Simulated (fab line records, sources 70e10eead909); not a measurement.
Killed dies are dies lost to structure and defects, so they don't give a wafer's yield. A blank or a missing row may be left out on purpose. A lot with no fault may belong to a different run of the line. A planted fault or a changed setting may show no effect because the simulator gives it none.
Matching of chambers / flow nandHarc / NHARC_A_STAIRCASE_DESCUM_219 on rieDiel-09: 4 sister chambers
The step chemistry O2, time 3 s. 4 wafers are shown with their chamber, then 8 later ones without.

WAFERS PAIRED WITH THEIR CHAMBERS
wafer=L092.1; chamber=2; showerheadPlenumPTorr (Torr)=1.80
wafer=L092.2; chamber=0; showerheadPlenumPTorr (Torr)=1.92
wafer=L092.3; chamber=3; showerheadPlenumPTorr (Torr)=1.90
wafer=L095.1; chamber=1; showerheadPlenumPTorr (Torr)=1.91

WAFERS WITHOUT THEIR CHAMBER
wafer=L095.3; showerheadPlenumPTorr (Torr)=1.79
wafer=L095.5; showerheadPlenumPTorr (Torr)=1.79
wafer=L095.2; showerheadPlenumPTorr (Torr)=1.92
wafer=L095.4; showerheadPlenumPTorr (Torr)=1.89
wafer=L095.6; showerheadPlenumPTorr (Torr)=1.89
wafer=L097.1; showerheadPlenumPTorr (Torr)=1.79
wafer=L097.4; showerheadPlenumPTorr (Torr)=1.90
wafer=L097.5; showerheadPlenumPTorr (Torr)=1.89

CHAMBER TAKEN BY EACH
wafer=L095.3; from the rows above=2; in truth=2
wafer=L095.5; from the rows above=2; in truth=2
wafer=L095.2; from the rows above=can't be placed: 0 or 1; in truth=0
wafer=L095.4; from the rows above=can't be placed: 3 or 1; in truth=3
wafer=L095.6; from the rows above=can't be placed: 3 or 1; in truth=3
wafer=L097.1; from the rows above=2; in truth=2
wafer=L097.4; from the rows above=can't be placed: 3 or 1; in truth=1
wafer=L097.5; from the rows above=can't be placed: 3 or 1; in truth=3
3 of 8 placed correctly. These rows do not allow placing 5 (true chamber among the candidates in 5). 0 placed wrongly.
How it was worked out, from the rows above alone: a wafer's distance from a chamber is the root of the sum, over the readings, of the square of ((its reading less the chamber's mean) divided by the reading's scatter). The wafer belongs to the nearest chamber; if the next one is less than 2 further off, it can't be placed. A chamber's mean is the mean of its shown wafers. The scatter: with one shown wafer a chamber, the root of the mean of the squares of how far each hidden wafer lies from its nearest shown one.
